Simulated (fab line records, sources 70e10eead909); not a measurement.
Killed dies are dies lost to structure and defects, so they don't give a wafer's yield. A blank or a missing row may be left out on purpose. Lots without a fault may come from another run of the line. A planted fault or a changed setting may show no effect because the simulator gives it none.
fab line records | flow nand_harc
record lots=5 wafers=15 last_day=23
route steps=1159 shown A_BONDPAD@1082 HYBRID_BOND@1094 THIN_TSV@1101
lots that met no fault: from a run of the same line without faults
start_h: hours from the record's first day to the start of the lot's first wafer shown | wait_h: hours since the lot's step before | " the same as in the row above | L1.1+2: a row that stands for several wafers | - no value, or no start given | * or withheld: withheld | < > ~ a bound
route shown NAME@n: a module of which the file shows steps, and the number in the route of the first | usual: mean/standard deviation of fault-free wafers | same: alike in all rows | chamber/n: place in a boat | sites: the reading at each site | _std_site: their standard deviation | _edge_site: outer sites' mean less inner sites' | radius_mm: how far each site lies from the wafer's centre | mask NAME#n: copy n | behind: the tool/chamber that last shaped the wafer | hold: why the lot was held/for how many hours/how that ended | device: the transistor (n, p or np) that didn't switch | end of line: the same wafers' tests at the end of the route | a step without rows: its recipe alone | killed: dies lost to structure and defects at the first sort, not the wafer's yield | map: a wafer's dies, x killed, . not, _ none there
set.NAME: the setting as run; set.NAME@STEP: as run at that earlier step | model.NAME: the simulator's own value behind a step, which no gauge read
lots at some steps of the route; a table a step, a row a wafer
services: from which hour (start_h, from the record's first day; less than 0 if before it) a tool's chamber was out of use, for how many hours, and why
## steps
# step NHARC_A_BONDPAD_DEGAS_25
# recipe temp_c=300 time_s=60
# usual heater_power_w=434/36
# columns lot.wafer tool chamber start_h wait_h heater_power_w
L080.3 pvd_sputter-01 - 436.95 - 510
L080.2 " - " " 452
L080.6 " - " " 506
L081.1 pvd_sputter-02 - 440.45 - 408
L081.5 " - " " 437
L081.6 " - " " 471
L087.4 pvd_sputter-03 - 473.77 - 380
L087.1 " - " " 425
L087.6 " - " " 412
L088.1 pvd_sputter-03 - 487.89 - 404
L088.6 " - " " 371
L088.5 " - " " 405
L093.4 pvd_sputter-03 - 522.39 - 458
L093.2 " - " " 445
L093.6 " - " " 380
# step NHARC_A_BONDPAD_PRE_CLEAN_26
# recipe time_s=30 temp_c=280 gas=H2/He
# usual heater_power_w=382/32
# columns lot.wafer tool chamber start_h wait_h heater_power_w
L080.2 pvd_sputter-01 - - - 413
L080.3 " - " " 399
L080.6 " - " " 440
L081.1 pvd_sputter-02 - - - 413
L081.6 " - " " 334
L081.5 " - " " 353
L087.4 pvd_sputter-03 - - - 355
L087.1 " - " " 334
L087.6 " - " " 382
L088.1 pvd_sputter-03 - - - 404
L088.6 " - " " 404
L088.5 " - " " 335
L093.4 pvd_sputter-03 - - - 400
L093.2 " - " " 392
L093.6 " - " " 411
# step NHARC_A_BONDPAD_PVD_17
# recipe target_thk_a=50 bias_v=168.6 power_w=15000 chamber_pressure_pa=0.12 time_s=8.06 substrate_temp_c=50 material=TaN
# usual throttle_valve_pct=29.9/0.9
# columns lot.wafer tool chamber start_h wait_h throttle_valve_pct
L080.2 pvd_sputter-01 - - - 29.8
L080.3 " - " " 31.9
L080.6 " - " " 29.3
L081.1 pvd_sputter-02 - - - 29.6
L081.5 " - " " 29.9
L081.6 " - " " 30.9
L087.4 pvd_sputter-03 - - - 30.6
L087.1 " - " " 29.0
L087.6 " - " " 30.5
L088.1 pvd_sputter-03 - - - 28.8
L088.5 " - " " 28.9
L088.6 " - " " 28.3
L093.2 pvd_sputter-03 - - - 29.1
L093.4 " - " " 30.9
L093.6 " - " " 28.8
# step NHARC_A_BONDPAD_PVD_27
# recipe target_thk_a=300 chamber_pressure_pa=5 power_w=5000 substrate_temp_c=30 time_s=20.49 material=Cu
# usual throttle_valve_pct=29.8/0.88
# columns lot.wafer tool chamber start_h wait_h throttle_valve_pct
L080.2 pvd_sputter-01 - - - 29.7
L080.3 " - " " 31.6
L080.6 " - " " 29.8
L081.1 pvd_sputter-02 - - - 29.2
L081.6 " - " " 30.0
L081.5 " - " " 30.0
L087.1 pvd_sputter-03 - - - 28.0
L087.4 " - " " 30.5
L087.6 " - " " 28.8
L088.1 pvd_sputter-03 - - - 29.0
L088.5 " - " " 28.8
L088.6 " - " " 28.3
L093.4 pvd_sputter-03 - - - 28.8
L093.2 " - " " 30.4
L093.6 " - " " 28.8
# step NHARC_A_BONDPAD_ECD_18
# recipe target_thk_a=4000 bath_temp_c=25 material=Cu
# columns lot.wafer tool chamber start_h wait_h
L080.2+3+6 ecd_cu-01 0 437.37 -
L081.1+5+6 ecd_cu-01 0,1,0 440.96 -
L087.1+4+6 ecd_cu-01 1,0,1 474.18 -
L088.1+5+6 ecd_cu-02 0,0,1 488.26 -
L093.2+4+6 ecd_cu-02 0,0,1 522.75 -
# step NHARC_A_BONDPAD_ANNEAL_28
# recipe temp_c=225 time_s=90
# usual wafer_temp_C_max=226.0/0.53
# columns lot.wafer tool chamber start_h wait_h wafer_temp_C_max
L080.2 rtp_anneal-01 0 437.75 0.3 226.3
L080.3 " 0 " " 227.0
L080.6 " 0 " " 226.5
L081.1 rtp_anneal-02 0 441.28 - 225.6
L081.5 " 0 " " 226.0
L081.6 " 0 " " 226.0
L087.1 rtp_anneal-02 0 474.51 - 226.0
L087.4 " 0 " " 225.9
L087.6 " 0 " " 226.0
L088.1 rtp_anneal-02 0 488.65 0.3 225.6
L088.5 " 0 " " 225.6
L088.6 " 0 " " 225.5
L093.2 rtp_anneal-01 0 523.19 0.4 227.7
L093.4 " 0 " " 226.7
L093.6 " 0 " " 226.4
# step NHARC_A_BONDPAD_CMP_19
# recipe t_overpolish_s=30 cu_recess_touch_s=16 target_thk_nm=169.8
# usual motor_current_A=11.7/1.2 overpolish_run_s=30.002/0.0087 pad_life_wafers=256/150
# columns lot.wafer tool chamber start_h wait_h motor_current_A overpolish_run_s pad_life_wafers
L080.3 cmp-03 2 438.10 - 13.6 30.003 530
L080.2 " 3 " " 11.6 29.987 531
L080.6 " 0 " " 10.4 29.998 -
L081.1 cmp-02 2 441.63 - 11.2 29.995 114
L081.5 " 2 " " 11.2 29.996 -
L081.6 " 3 " " 9.6 30.002 -
L087.4 cmp-03 0 474.85 - 10.2 29.999 96
L087.1 " 1 " " 10.5 29.994 97
L087.6 " 1 " " 10.5 30.007 -
L088.1 cmp-04 2 489.05 - 12.3 30.012 481
L088.5 " 1 " " 11.2 30.007 -
L088.6 " 2 " " 12.1 29.989 -
L093.4 cmp-04 1 523.51 - 11.4 30.007 121
L093.2 " 2 " " 12.0 30.001 122
L093.6 " 1 " " 11.3 30.004 -
# step NHARC_A_BONDPAD_THK_MEAS_20
# recipe thk_meas_gauge=xrf
# usual thk_nm=169.9/1.5
# columns lot.wafer tool chamber start_h wait_h thk_nm
L080.2 film_metro-02 - 438.36 - 168.5
L080.3 " - " " 167.3
L080.6 " - " " 169.0
L081.1 film_metro-01 - 441.95 - 170.8
L081.5 " - " " 171.6
L081.6 " - " " 171.8
L087.1 film_metro-02 - 475.18 - 168.8
L087.4 " - " " 169.6
L087.6 " - " " 170.4
L088.1 film_metro-02 - 489.35 - 169.4
L088.5 " - " " 169.8
L088.6 " - " " 167.6
L093.2 film_metro-01 - 523.80 - 168.4
L093.4 " - " " 169.1
L093.6 " - " " 168.0
# step NHARC_A_BONDPAD_SRD_21
# recipe time_s=30 temp_c=23 dry_time_s=20 spin_rpm=1500
# columns lot.wafer tool chamber start_h wait_h
L080.2+3+6 wet_bench-10 2,3,5 438.41 0.0
L081.6+1+5 wet_bench-10 4,0,1 441.99 0.0
L087.1+6+4 wet_bench-08 6,0,2 475.22 0.0
L088.5+6+1 wet_bench-10 4,5,6 489.39 0.0
L093.4+2+6 wet_bench-10 1,2,5 523.84 0.0
# step NHARC_A_BONDPAD_INSPECT_23
# usual raw_defect_count=468/120
# columns lot.wafer tool chamber start_h wait_h raw_defect_count
L080.2 defect_inspect-01 - 438.59 0.0 394
L080.3 " - " " 422
L080.6 " - " " 493
L081.1 defect_inspect-01 - 442.16 0.0 611
L081.5 " - " " 534
L081.6 " - " " 496
L087.1 defect_inspect-02 - 475.40 0.0 992
L087.4 " - " " 501
L087.6 " - " " 752
L088.1 defect_inspect-02 - 489.57 0.0 465
L088.5 " - " " 435
L088.6 " - " " 477
L093.2 defect_inspect-01 - 524.01 0.0 449
L093.4 " - " " 461
L093.6 " - " " 381
# step NHARC_HYBRID_BOND_ACTIVATE_00
# recipe time_s=60 n2_flow_sccm=200 ar_flow_sccm=0 bias_power_w=0 chemistry=N2
# usual drypump_motor_current_A=5.4/0.4 oes_product_au=1.005/0.0097 rf_vpp_V=64.0/0.79 showerhead_plenum_p_Torr=1.75/0.071
# columns lot.wafer tool chamber start_h wait_h drypump_motor_current_A oes_product_au rf_hours_counter_h rf_vpp_V showerhead_plenum_p_Torr
L080.3 rie_diel-13 1 438.65 0.1 5.6 1.004 57 64.8 1.76
L080.2 " 3 " " 5.7 1.009 57 64.6 1.78
L080.6 " 2 " " 5.7 0.992 - 63.8 1.68
L081.1 rie_diel-07 1 442.25 0.1 4.9 1.013 3 63.2 1.68
L081.5 " 2 " " 5.3 1.000 - 62.6 1.71
L081.6 " 3 " " 5.3 1.001 - 65.2 1.79
L087.1 rie_diel-06 1 475.48 0.1 6.0 1.013 22 63.7 1.76
L087.6 " 0 " " 5.1 1.007 - 63.2 1.68
L087.4 " 2 " " 5.4 1.000 - 64.1 1.89
L088.1 rie_diel-06 0 489.66 0.1 5.1 1.016 26 62.7 1.68
L088.5 " 1 " " 6.0 1.019 - 65.0 1.76
L088.6 " 2 " " 5.4 1.008 - 64.3 1.89
L093.2 rie_diel-07 0 524.08 0.1 6.3 0.996 6 63.9 1.84
L093.4 " 2 " " 5.4 1.009 11 63.7 1.71
L093.6 " 0 " " 6.3 1.006 - 63.8 1.84
# step NHARC_HYBRID_BOND_PRECLEAN_01
# recipe time_s=300 temp_c=23 chemistry=DIW
# columns lot.wafer tool chamber start_h wait_h
L080.2+3+6 wet_bench-08 7,2,4 438.80 0.1
L081.6+1+5 wet_bench-10 4,5,0 442.40 0.1
L087.6+4+1 wet_bench-08 5,7,0 475.65 0.1
L088.5+1+6 wet_bench-08 0,1,4 489.81 0.1
L093.6+2+4 wet_bench-08 0,2,4 524.22 0.1
# step NHARC_HYBRID_BOND_SRD_02
# recipe time_s=30 temp_c=23 dry_time_s=20 spin_rpm=1500
# columns lot.wafer tool chamber start_h wait_h
L080.2+3+6 wet_bench-08 7,2,4 - -
L081.6+1+5 wet_bench-10 4,5,0 - -
L087.6+4+1 wet_bench-08 5,7,0 - -
L088.5+1+6 wet_bench-08 0,1,4 - -
L093.6+2+4 wet_bench-08 0,2,4 - -
# step NHARC_HYBRID_BOND_BOND_03
# recipe temp_c=25
# columns lot.wafer tool chamber start_h wait_h
L080.2+3+6 wafer_bonder-01 0 439.22 -
L081.1+5+6 wafer_bonder-01 0 442.95 -
L087.1+4+6 wafer_bonder-01 0 475.89 -
L088.1+5+6 wafer_bonder-01 0 490.06 -
L093.2+4+6 wafer_bonder-01 0 524.72 -
# step NHARC_HYBRID_BOND_ANNEAL_04
# recipe temp_c=300 time_s=7200 ramp_up_c_per_min=5 ramp_down_c_per_min=3 idle_temp_c=100 pressure_atm=1
# usual spike_tc_bottom_C=326.6/2.2 spike_tc_upper_C=299.0/1 zone_power_centre_pct=2.99/0.16 zone_power_top_pct=6.90/0.21
# columns lot.wafer tool chamber start_h wait_h spike_tc_bottom_C spike_tc_upper_C zone_power_centre_pct zone_power_top_pct
L080.2 furnace-03 0 443.68 4.3 328.8 298.3 2.83 7.12
L080.3 " 0 " " 330.2 298.3 2.85 7.06
L080.6 " 0 " " 327.2 297.9 2.90 7.14
L081.1 furnace-03 0 451.07 8.0 328.6 298.7 2.86 7.05
L081.5 " 0 " " 328.4 297.5 2.81 7.02
L081.6 " 0 " " 329.7 298.1 2.83 7.16
L087.1 furnace-08 0 482.79 6.7 325.3 298.9 3.23 6.85
L087.4 " 0 " " 325.6 300.2 3.20 6.89
L087.6 " 0 " " 324.2 300.3 3.20 6.87
L088.1 furnace-08 0 494.58 4.4 324.0 299.4 3.19 6.82
L088.5 " 0 " " 325.1 300.7 3.25 6.87
L088.6 " 0 " " 324.8 300.4 3.21 6.91
L093.2 furnace-06 0 530.08 5.2 323.4 296.9 3.04 6.54
L093.4 " 0 " " 324.0 299.2 3.04 6.61
L093.6 " 0 " " 322.8 300.8 3.03 6.56
# step NHARC_HYBRID_BOND_OVL_MEAS_05
# usual overlay_x_nm=1/32 overlay_y_nm=-4/35
# columns lot.wafer tool chamber start_h wait_h overlay_x_nm overlay_y_nm
L080.2 overlay-01 - 448.42 0.4 -10 -29
L080.3 " - " " 36 -1
L080.6 " - " " -12 0
L081.1 overlay-01 - 455.72 0.4 27 33
L081.5 " - " " -9 -11
L081.6 " - " " 51 -11
L087.1 overlay-01 - 487.52 0.4 23 -8
L087.4 " - " " 56 -58
L087.6 " - " " -21 23
L088.1 overlay-02 - 499.32 0.4 86 -20
L088.5 " - " " -22 -14
L088.6 " - " " -32 -24
L093.2 overlay-02 - 534.84 0.4 -40 27
L093.4 " - " " 55 2
L093.6 " - " " 31 7
# step NHARC_HYBRID_BOND_INSPECT_06
# recipe inspect_instrument=ir_void
# usual raw_defect_count=33/16
# columns lot.wafer tool chamber start_h wait_h raw_defect_count
L080.2 defect_inspect-02 - 448.47 0.1 18
L080.3 " - " " 12
L080.6 " - " " 17
L081.1 defect_inspect-02 - 455.77 0.0 46
L081.5 " - " " 54
L081.6 " - " " 41
L087.1 defect_inspect-01 - 487.57 0.0 56
L087.4 " - " " 43
L087.6 " - " " 60
L088.1 defect_inspect-02 - 499.37 0.0 36
L088.5 " - " " 40
L088.6 " - " " 50
L093.2 defect_inspect-02 - 534.90 0.1 25
L093.4 " - " " 27
L093.6 " - " " 34
# step NHARC_THIN_TSV_GRIND_00
# recipe target_thk_um=6
# usual motor_current_A=11.998/0.023
# columns lot.wafer tool chamber start_h wait_h motor_current_A
L080.2 grinder-01 0 448.82 0.3 11.987
L080.3 " 0 " " 12.001
L080.6 " 0 " " 11.999
L081.1 grinder-01 0 455.92 0.1 11.980
L081.5 " 0 " " 11.985
L081.6 " 0 " " 12.038
L087.1 grinder-01 0 487.72 0.1 11.987
L087.4 " 0 " " 12.003
L087.6 " 0 " " 12.024
L088.1 grinder-01 0 499.53 0.2 12.038
L088.5 " 0 " " 11.998
L088.6 " 0 " " 12.054
L093.2 grinder-01 0 535.25 0.3 12.024
L093.4 " 0 " " 12.018
L093.6 " 0 " " 11.967
# step NHARC_THIN_TSV_CMP_01
# recipe target_thk_um=3
# usual motor_current_A=11.6/1.1 pad_life_wafers=315/160
# columns lot.wafer tool chamber start_h wait_h motor_current_A pad_life_wafers
L080.2 cmp-02 0 449.88 0.9 12.6 151
L080.3 " 2 " " 10.7 153
L080.6 " 3 " " 10.4 -
L081.1 cmp-03 1 457.13 1.0 10.4 18
L081.6 " 1 " " 10.7 -
L081.5 " 2 " " 13.9 -
L087.4 cmp-02 3 488.97 0.5 9.8 373
L087.1 " 1 " " 12.8 375
L087.6 " 3 " " 10.3 -
L088.1 cmp-03 2 500.78 1.1 13.9 241
L088.6 " 1 " " 10.3 -
L088.5 " 2 " " 13.5 -
L093.2 cmp-03 3 536.26 0.8 12.1 420
L093.4 " 1 " " 10.5 422
L093.6 " 3 " " 12.2 -
# step NHARC_THIN_TSV_THK_MEAS_02
# recipe thk_meas_gauge=ir
# usual thk_nm=2994/180
# columns lot.wafer tool chamber start_h wait_h thk_nm
L080.2 film_metro-01 - 450.13 0.2 3127
L080.3 " - " " 2881
L080.6 " - " " 3000
L081.1 film_metro-02 - 457.39 - 3116
L081.5 " - " " 3260
L081.6 " - " " 3147
L087.1 film_metro-01 - 489.22 - 3112
L087.4 " - " " 3046
L087.6 " - " " 3002
L088.1 film_metro-02 - 501.02 0.2 3145
L088.5 " - " " 3055
L088.6 " - " " 2606
L093.2 film_metro-01 - 536.53 - 2838
L093.4 " - " " 2894
L093.6 " - " " 2901
# step NHARC_THIN_TSV_SRD_03
# columns lot.wafer tool chamber start_h wait_h
L080.2+6+3 wet_bench-10 3,5,0 450.17 0.0
L081.5+6+1 wet_bench-10 1,3,4 457.44 0.0
L087.6+1+4 wet_bench-08 3,4,6 489.26 0.0
L088.6+1+5 wet_bench-10 0,3,5 501.06 0.0
L093.4+2+6 wet_bench-10 7,0,1 536.57 0.0
# step NHARC_THIN_TSV_PRECLEAN_41
# recipe time_s=* temp_c=50 bath_age_min=0 chemistry=SC1
# usual h2o2_flow_mL_min=56.59/0.16
# columns lot.wafer tool chamber start_h wait_h h2o2_flow_mL_min
L080.2 wet_bench-10 3 450.19 0.0 56.64
L080.6 " 5 " " 56.58
L080.3 " 0 " " 56.44
L081.5 wet_bench-10 1 457.46 0.0 56.76
L081.6 " 3 " " 56.55
L081.1 " 4 " " 56.36
L087.6 wet_bench-08 3 489.28 0.0 56.40
L087.1 " 4 " " 56.68
L087.4 " 6 " " 56.72
L088.6 wet_bench-10 0 501.08 0.0 56.75
L088.1 " 3 " " 56.64
L088.5 " 5 " " 56.56
L093.4 wet_bench-10 7 536.59 0.0 56.88
L093.2 " 0 " " 56.81
L093.6 " 1 " " 56.72
# step NHARC_THIN_TSV_SRD_42
# columns lot.wafer tool chamber start_h wait_h
L080.2+6+3 wet_bench-10 3,5,0 - -
L081.5+6+1 wet_bench-10 1,3,4 - -
L087.6+1+4 wet_bench-08 3,4,6 - -
L088.6+1+5 wet_bench-10 0,3,5 - -
L093.4+2+6 wet_bench-10 7,0,1 - -
# step NHARC_THIN_TSV_DEP_43
# recipe target_thk_a=13285 temp_c=withheld pressure_torr=6.5 rf_w=900 teos_flow_sccm=161.4 flow_sccm=2650 target_thk_nm=1328.5 gas=O2 material=SiO2
# usual mfc_precursor_sccm=161.3/0.48 throttle_valve_pct=16.0/0.45
# columns lot.wafer tool chamber start_h wait_h mfc_precursor_sccm since_wet_clean_h throttle_valve_pct
L080.3 pecvd-02 2 450.35 - 161.3 103 16.4
L080.2 " 0 " " 161.1 103 15.9
L080.6 " 1 " " 161.6 - 15.3
L081.1 pecvd-02 0 457.71 - 160.5 111 16.0
L081.6 " 1 " " 161.3 - 15.3
L081.5 " 2 " " 161.1 - 16.3
L087.1 pecvd-01 2 489.53 - 161.5 58 16.0
L087.4 " 0 " " 161.3 - 15.4
L087.6 " 1 " " 161.8 - 16.0
L088.1 pecvd-04 1 501.25 - 161.8 112 16.6
L088.5 " 2 " " 161.0 - 16.8
L088.6 " 0 " " 160.9 - 15.6
L093.2 pecvd-02 0 536.79 - 161.7 9 16.1
L093.4 " 2 " " 161.0 - 15.6
L093.6 " 1 " " 161.1 - 15.4
# step NHARC_THIN_TSV_DEHYDRATE_04
# recipe temp_c=150 time_s=120
# usual chill_plate_temp_C=23.01/0.11 resist_line_temp_C=23.00/0.11
# columns lot.wafer tool chamber start_h wait_h chill_plate_temp_C resist_line_temp_C
L080.2 litho_track-07 0 450.75 - 22.90 22.95
L080.3 " 0 " " 23.02 22.96
L080.6 " 0 " " 22.84 22.80
L081.1 litho_track-07 0 458.02 - 23.06 23.01
L081.5 " 0 " " 23.04 23.16
L081.6 " 0 " " 23.08 22.94
L087.1 litho_track-02 0 489.84 - 22.98 22.94
L087.4 " 0 " " 23.06 23.07
L087.6 " 0 " " 22.98 22.93
L088.1 litho_track-07 0 501.66 - 23.06 23.09
L088.5 " 0 " " 23.12 23.00
L088.6 " 0 " " 22.98 23.14
L093.2 litho_track-05 0 537.15 - 23.02 23.09
L093.4 " 0 " " 23.08 22.95
L093.6 " 0 " " 22.93 23.10
# step NHARC_THIN_TSV_HMDS_05
# recipe time_s=30
# usual chill_plate_temp_C=23.01/0.1 resist_line_temp_C=22.99/0.089
# columns lot.wafer tool chamber start_h wait_h chill_plate_temp_C resist_line_temp_C
L080.2 litho_track-07 0 - - 23.12 23.04
L080.3 " 0 " " 23.13 23.10
L080.6 " 0 " " 23.14 23.08
L081.1 litho_track-07 0 - - 22.86 22.92
L081.5 " 0 " " 23.03 23.00
L081.6 " 0 " " 22.88 22.83
L087.1 litho_track-02 0 - - 23.09 23.08
L087.4 " 0 " " 23.03 23.00
L087.6 " 0 " " 23.14 23.12
L088.1 litho_track-07 0 - - 23.11 23.01
L088.5 " 0 " " 23.18 22.91
L088.6 " 0 " " 23.01 23.15
L093.2 litho_track-05 0 - - 23.02 23.04
L093.4 " 0 " " 22.98 22.96
L093.6 " 0 " " 22.95 23.16
# step NHARC_THIN_TSV_COAT_06
# recipe spin_rpm=*
# usual chill_plate_temp_C=23.01/0.11 resist_line_temp_C=23.00/0.13 spin_speed_rpm=*
# columns lot.wafer tool chamber start_h wait_h chill_plate_temp_C resist_line_temp_C spin_speed_rpm
L080.2 litho_track-07 0 - - 23.11 23.16 *
L080.3 " 0 " " 23.08 23.27 *
L080.6 " 0 " " 23.04 23.24 *
L081.1 litho_track-07 0 - - 22.86 22.82 *
L081.5 " 0 " " 23.04 23.01 *
L081.6 " 0 " " 22.95 22.97 *
L087.1 litho_track-02 0 - - 23.03 23.05 *
L087.4 " 0 " " 23.00 23.02 *
L087.6 " 0 " " 22.97 23.09 *
L088.1 litho_track-07 0 - - 23.12 22.87 *
L088.5 " 0 " " 22.93 23.12 *
L088.6 " 0 " " 22.97 23.01 *
L093.2 litho_track-05 0 - - 23.08 22.92 *
L093.4 " 0 " " 22.89 22.85 *
L093.6 " 0 " " 23.07 22.93 *
# step NHARC_THIN_TSV_SOFTBAKE_07
# recipe temp_c=122 time_s=95
# usual chill_plate_temp_C=23.00/0.1 resist_line_temp_C=23.01/0.099
# columns lot.wafer tool chamber start_h wait_h chill_plate_temp_C resist_line_temp_C
L080.2 litho_track-07 0 - - 22.76 22.92
L080.3 " 0 " " 22.90 22.86
L080.6 " 0 " " 22.83 23.05
L081.1 litho_track-07 0 - - 22.97 22.94
L081.5 " 0 " " 23.03 23.02
L081.6 " 0 " " 23.02 22.99
L087.1 litho_track-02 0 - - 23.08 23.07
L087.4 " 0 " " 22.94 23.11
L087.6 " 0 " " 22.99 23.00
L088.1 litho_track-07 0 - - 22.88 22.94
L088.5 " 0 " " 22.97 23.05
L088.6 " 0 " " 22.92 22.98
L093.2 litho_track-05 0 - - 22.86 23.02
L093.4 " 0 " " 22.90 22.88
L093.6 " 0 " " 23.03 22.97
# step NHARC_THIN_TSV_EBR_08
# usual chill_plate_temp_C=22.99/0.096 resist_line_temp_C=23.00/0.1
# columns lot.wafer tool chamber start_h wait_h chill_plate_temp_C resist_line_temp_C
L080.2 litho_track-07 0 - - 23.00 23.06
L080.3 " 0 " " 22.94 23.04
L080.6 " 0 " " 23.05 22.90
L081.1 litho_track-07 0 - - 23.02 23.06
L081.5 " 0 " " 23.00 22.99
L081.6 " 0 " " 23.12 22.96
L087.1 litho_track-02 0 - - 22.87 22.97
L087.4 " 0 " " 22.74 23.00
L087.6 " 0 " " 23.01 22.94
L088.1 litho_track-07 0 - - 23.00 23.16
L088.5 " 0 " " 22.87 23.11
L088.6 " 0 " " 22.94 23.05
L093.2 litho_track-05 0 - - 22.99 22.98
L093.4 " 0 " " 22.98 23.00
L093.6 " 0 " " 22.92 23.06
# step NHARC_THIN_TSV_EXPOSE_09
# recipe na=0.55 dose_mj=30.7 mask_id=TSV
# columns lot.wafer tool chamber start_h wait_h mask
L080.2+3+6 krf_scanner-02 0 451.03 - TSV#0
L081.1+5+6 krf_scanner-04 0 458.29 - TSV#0
L087.1+4+6 krf_scanner-02 0 490.11 - TSV#0
L088.1+5+6 krf_scanner-04 0 501.93 - TSV#0
L093.2+4+6 krf_scanner-01 0 537.30 - TSV#0
# step NHARC_THIN_TSV_PEB_10
# recipe peb_temp_c=118 peb_time_s=85
# usual chill_plate_temp_C=23.00/0.11 resist_line_temp_C=22.98/0.11
# columns lot.wafer tool chamber start_h wait_h chill_plate_temp_C resist_line_temp_C
L080.2 litho_track-05 0 451.09 0.1 22.82 22.91
L080.3 " 0 " " 22.73 22.97
L080.6 " 0 " " 22.90 22.89
L081.1 litho_track-07 0 458.36 0.1 22.93 22.99
L081.5 " 0 " " 23.12 23.14
L081.6 " 0 " " 22.97 22.92
L087.1 litho_track-05 0 490.18 0.1 22.80 23.08
L087.4 " 0 " " 22.98 22.88
L087.6 " 0 " " 22.96 22.98
L088.1 litho_track-02 0 501.99 0.1 23.12 22.84
L088.5 " 0 " " 23.07 22.91
L088.6 " 0 " " 23.07 22.92
L093.2 litho_track-05 0 537.36 0.1 22.88 22.96
L093.4 " 0 " " 22.96 22.87
L093.6 " 0 " " 23.10 22.98
# step NHARC_THIN_TSV_DEVELOP_11
# recipe time_s=70
# usual chill_plate_temp_C=22.97/0.094 resist_line_temp_C=23.03/0.1
# columns lot.wafer tool chamber start_h wait_h chill_plate_temp_C resist_line_temp_C
L080.2 litho_track-05 0 - - 23.02 23.06
L080.3 " 0 " " 23.13 22.96
L080.6 " 0 " " 23.02 22.98
L081.1 litho_track-07 0 - - 23.10 23.12
L081.5 " 0 " " 23.08 23.22
L081.6 " 0 " " 23.14 23.08
L087.1 litho_track-05 0 - - 22.86 23.10
L087.4 " 0 " " 23.00 23.00
L087.6 " 0 " " 22.99 23.02
L088.1 litho_track-02 0 - - 23.02 23.02
L088.5 " 0 " " 22.91 22.92
L088.6 " 0 " " 22.97 22.96
L093.2 litho_track-05 0 - - 22.89 22.98
L093.4 " 0 " " 23.01 23.00
L093.6 " 0 " " 22.98 22.92
# step NHARC_THIN_TSV_CD_MEAS_12
# recipe target_cd_nm=1000 landing_energy_ev=500
# usual cd_nm=999.3/1.3
# columns lot.wafer tool chamber start_h wait_h cd_nm
L080.2 cd_sem-01 0 451.19 - 999.5
L080.3 " 0 " " 997.7
L080.6 " 0 " " 998.5
L081.1 cd_sem-03 0 458.45 - 1001.0
L081.5 " 0 " " 1000.6
L081.6 " 0 " " 999.7
L087.1 cd_sem-01 0 490.27 - 997.7
L087.4 " 0 " " 997.9
L087.6 " 0 " " 998.2
L088.1 cd_sem-01 0 502.08 - 998.6
L088.5 " 0 " " 1000.6
L088.6 " 0 " " 999.7
L093.2 cd_sem-01 0 537.45 - 999.9
L093.4 " 0 " " 1001.7
L093.6 " 0 " " 1001.1
# step NHARC_THIN_TSV_HARDBAKE_13
# recipe temp_c=125 time_s=80
# usual chill_plate_temp_C=23.00/0.1 resist_line_temp_C=23.01/0.097
# columns lot.wafer tool chamber start_h wait_h chill_plate_temp_C resist_line_temp_C
L080.2 litho_track-02 0 451.27 - 22.84 23.12
L080.3 " 0 " " 23.13 22.88
L080.6 " 0 " " 23.10 22.89
L081.1 litho_track-02 0 458.53 - 23.01 23.02
L081.5 " 0 " " 23.11 23.06
L081.6 " 0 " " 23.06 23.04
L087.1 litho_track-05 0 490.35 - 22.96 22.94
L087.4 " 0 " " 22.96 23.03
L087.6 " 0 " " 22.80 22.95
L088.1 litho_track-05 0 502.16 - 23.08 22.88
L088.5 " 0 " " 22.96 22.98
L088.6 " 0 " " 23.02 22.93
L093.2 litho_track-02 0 537.53 - 22.90 23.09
L093.4 " 0 " " 23.07 23.11
L093.6 " 0 " " 23.03 22.74
# step NHARC_THIN_TSV_DESCUM_14
# recipe time_s=3 o2_flow_sccm=200 ar_flow_sccm=0 bias_power_w=0 chemistry=O2
# usual drypump_motor_current_A=5.7/0.38 o2_flow_sccm=200.1/0.64 oes_product_au=0.999/0.0089 rf_vpp_V=57.8/0.91 showerhead_plenum_p_Torr=1.91/0.085 throttle_valve_pct=11.311/0.0093
# columns lot.wafer tool chamber start_h wait_h drypump_motor_current_A o2_flow_sccm oes_product_au rf_hours_counter_h rf_vpp_V showerhead_plenum_p_Torr throttle_valve_pct
L080.3 rie_diel-11 3 451.35 - 5.8 200.7 0.982 9 58.0 1.94 11.313
L080.2 " 2 " " 5.8 200.0 0.992 8 58.6 1.97 11.296
L080.6 " 3 " " 5.8 200.5 0.990 - 56.5 1.94 11.315
L081.1 rie_diel-04 2 458.63 - 5.5 201.0 1.007 10 58.5 1.85 11.310
L081.6 " 0 " " 5.7 198.7 0.982 - 58.3 1.86 11.317
L081.5 " 1 " " 6.1 199.5 0.995 - 57.2 1.92 11.321
L087.1 rie_diel-10 0 490.44 - 5.2 200.1 1.015 10 58.6 2.04 11.298
L087.4 " 1 " " 5.4 200.1 1.009 8 59.6 2.05 11.296
L087.6 " 0 " " 5.2 201.3 1.008 - 58.0 2.04 11.317
L088.1 rie_diel-04 2 502.27 - 5.6 200.2 0.992 1 56.4 1.85 11.324
L088.6 " 1 " " 6.2 200.0 0.999 - 57.5 1.92 11.311
L088.5 " 2 " " 5.6 200.4 0.998 - 56.2 1.85 11.317
L093.2 rie_diel-11 0 537.61 - 6.6 200.3 1.003 20 56.7 1.80 11.312
L093.4 " 1 " " 5.7 200.1 0.992 16 57.1 1.92 11.302
L093.6 " 3 " " 5.8 199.9 0.987 - 59.0 1.94 11.319
## services
# columns tool chamber start_h hours kind
cmp-04 - 414.08 1.2 repair
rie_diel-06 - 418.55 9.0 pm
grinder-01 - 420.94 1.9 repair
cmp-02 - 422.52 4.0 pm
wet_bench-10 - 423.20 8.0 pm
rie_diel-04 2 431.69 6.0 repair
rie_diel-11 - 439.17 1.7 repair
ecd_cu-01 - 448.31 8.0 pm
cmp-03 - 450.28 4.0 pm
pvd_sputter-03 - 458.07 10.0 pm
rie_diel-06 1 461.46 1.2 repair
grinder-01 - 462.58 1.7 repair
grinder-01 - 465.88 0.4 repair
rie_diel-04 - 465.93 9.0 pm
wafer_bonder-01 - 485.06 2.9 repair
cmp-02 - 490.33 0.6 repair
pvd_sputter-02 - 496.49 5.5 repair
wafer_bonder-01 - 514.44 4.6 repair
litho_track-02 - 515.00 7.0 pm
pecvd-02 - 515.17 13.0 pm
wet_bench-08 - 518.26 1.2 repair
cmp-02 - 520.64 4.0 pm
pvd_sputter-01 - 523.33 10.0 pm
cmp-03 - 530.22 6.0 repair
## key
fault none
